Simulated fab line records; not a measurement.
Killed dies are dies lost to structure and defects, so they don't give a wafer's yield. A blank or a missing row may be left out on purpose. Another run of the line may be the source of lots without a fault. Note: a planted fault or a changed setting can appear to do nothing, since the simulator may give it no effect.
Lot-split experiment    flow n5_finfet    21 wafers read from 7 lots, route of 1938 steps

THE SPLIT ITSELF
At N5_BEOL_M6_EXPOSE_08 (exposes mask M6), the setting dose_mj was moved away from the recipe's 68.25 on 11 of the 21 wafers read, by -3.0% to +6.0%. All remaining wafers had this setting at the recipe value.

FROM THE SPLIT TO THE READING: what the file shows between them, 2 steps
- N5_BEOL_M6_PEB_09: peb time 60 s
- N5_BEOL_M6_DEVELOP_10: develop time 30 s

THE READING
Shown in nm: cd_nm at N5_BEOL_M6_CD_MEAS_11, with target cd 38.5 nm. Typical for fault-free wafers on this fab line: 38.6 nm, with standard deviation 0.48 nm.

wafer   tool, chamber at the split  dose_mj as run  against the recipe  cd_nm, nm  against lot-mates on the recipe
L074.1  arfi_scanner-01, 0          66.23           -3.0%               36.8       -0.7
L074.3  arfi_scanner-01, 0          68.25           recipe              37.5       -
L074.4  arfi_scanner-01, 0          66.23           -3.0%               36.9       -0.6
L076.1  arfi_scanner-03, 0          71.79           +5.2%               41.3       +2.6
L076.3  arfi_scanner-03, 0          68.25           recipe              38.7       -
L076.6  arfi_scanner-03, 0          71.79           +5.2%               41.4       +2.7
L077.1  arfi_scanner-02, 0          70.5            +3.3%               39.4       +1.4
L077.4  arfi_scanner-02, 0          68.25           recipe              38.0       -
L077.5  arfi_scanner-02, 0          70.5            +3.3%               39.8       +1.8
L086.1  arfi_scanner-02, 0          68.25           recipe              38.9       -
L086.5  arfi_scanner-02, 0          66.29           -2.9%               37.3       -1.6
L086.6  arfi_scanner-02, 0          66.29           -2.9%               37.2       -1.7
L088.1  arfi_scanner-01, 0          70.88           +3.9%               40.0       +2.1
L088.3  arfi_scanner-01, 0          70.88           +3.9%               40.4       +2.5
L088.6  arfi_scanner-01, 0          68.25           recipe              37.9       -
L094.1  arfi_scanner-03, 0          68.25           recipe              38.4       -
L094.4  arfi_scanner-03, 0          68.25           recipe              37.8       -
L094.5  arfi_scanner-03, 0          68.25           recipe              38.2       -
L096.1  arfi_scanner-02, 0          68.25           recipe              38.7       -
L096.3  arfi_scanner-02, 0          68.25           recipe              39.1       -
L096.6  arfi_scanner-02, 0          72.35           +6.0%               42.0       +3.1

THE FIT
A straight line over all 21 wafers: cd_nm changes by +0.515 nm for each +1% of dose_mj; r = +0.96; the points scatter about the line by 0.45 nm.
The same after taking each lot's own level away (the mean of its wafers on the recipe; 21 wafers): +0.488 nm for each +1%; r = +0.97; scatter 0.32 nm.
That fit puts the effect of the largest move of dose_mj on the reading at 2.9 nm.
Measured against the standard deviation above, the lots' own levels, which go from 37.50 to 38.90 nm, span 2.9 times it.
Hence the lot-to-lot level has little effect on the slope; both slopes agree.
Check: +3.03 nm against its lot-mates is what the line predicts for one of the wafers moved furthest among these (+6.0%) when that wafer is left out of the fit. It came out at +3.1 nm against them.

ADDITIONAL SPLITS CARRIED BY THESE WAFERS
These wafers also went through other splits before the reading. Each is held against what the fit with the lots' levels taken away leaves over:
other split on the same wafers  wafers away from the commonest value  r with cd_nm (lot level and that fit taken away)
N5_BEOL_M5_EXPOSE_08 dose_mj    9                                     +0.30

THE WHOLE CHAIN: every reading that the file lists as answering this split, in the file's order
step                   what it does                                            reading                                                                change (the file's fit)                r (the file's)
N5_BEOL_M6_CD_MEAS_11  target cd 38.5 nm                                       cd_nm                                                                  +0.507 nm for each +1% of the setting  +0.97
N5_BEOL_M6_ETCH_61     etches SiARC in CF4, target depth 45.5 nm, time 75.8 s  BEOL_M6.cd_offset_nm (the simulator's own value, which no gauge read)  +0.513 nm for each +1% of the setting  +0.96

FILE'S OWN FIT
cd_nm changes by +0.507 nm for each +1% of dose_mj, r = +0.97.
